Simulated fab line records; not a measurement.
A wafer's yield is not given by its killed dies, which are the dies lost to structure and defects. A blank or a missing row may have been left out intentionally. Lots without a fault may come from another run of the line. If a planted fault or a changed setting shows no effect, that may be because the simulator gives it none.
Which tool is to blame? + flow nandHarc + 36 wafers sampled from 12 lots at 1 step of a route of 1302

## WHAT THE GAUGES READ, wafer by wafer
NHARC_P_M0_INSPECT_27.
| lot  | measured     | on               | rawDefectCount |
|------|--------------|------------------|----------------|
| L075 | day 6 11:36  | defectInspect-02 | 242 313 422    |
| L077 | day 7 08:46  | defectInspect-01 | 281 408 507    |
| L079 | day 8 01:55  | defectInspect-02 | 230 204 217    |
| L081 | day 8 22:20  | defectInspect-02 | 419 348 334    |
| L083 | day 10 02:28 | defectInspect-02 | 542 225 420    |
| L085 | day 10 14:20 | defectInspect-02 | 357 330 237    |
| L087 | day 11 12:07 | defectInspect-02 | 189 248 258    |
| L089 | day 12 11:22 | defectInspect-01 | 310 437 193    |
| L091 | day 13 02:56 | defectInspect-01 | 305 360 212    |
| L093 | day 14 07:33 | defectInspect-02 | 321 334 531    |
| L095 | day 15 02:07 | defectInspect-01 | 462 365 385    |
| L097 | day 15 14:44 | defectInspect-01 | 285 522 346    |

## TOOL THAT RAN EACH LOT (tool first, then ch and the chambers of the sampled wafers, then the start)
Record: no process step prior to these readings.

## THE ANSWER, worked out from the rows above alone
Rule: the usual values come from the lots themselves. The widest of any qualifying gaps counts: lots, ordered by their means at a reading, are off when they make up no more than a third of the lots, leave a main group of 4 or more, and stand apart from it by 3 or more times the standard deviation of that group's means. A main group whose means are all the same, to the digits that the tables above print for the reading, isn't used. Also off: a lot with no number at a reading for which 4 or more lots have one. Where the step has rows for the other lots, those lots are counted as sound.
No lot is off at any reading shown: from this, nothing can be told.

## WHAT HAD BEEN PUT IN BY THE SIMULATOR
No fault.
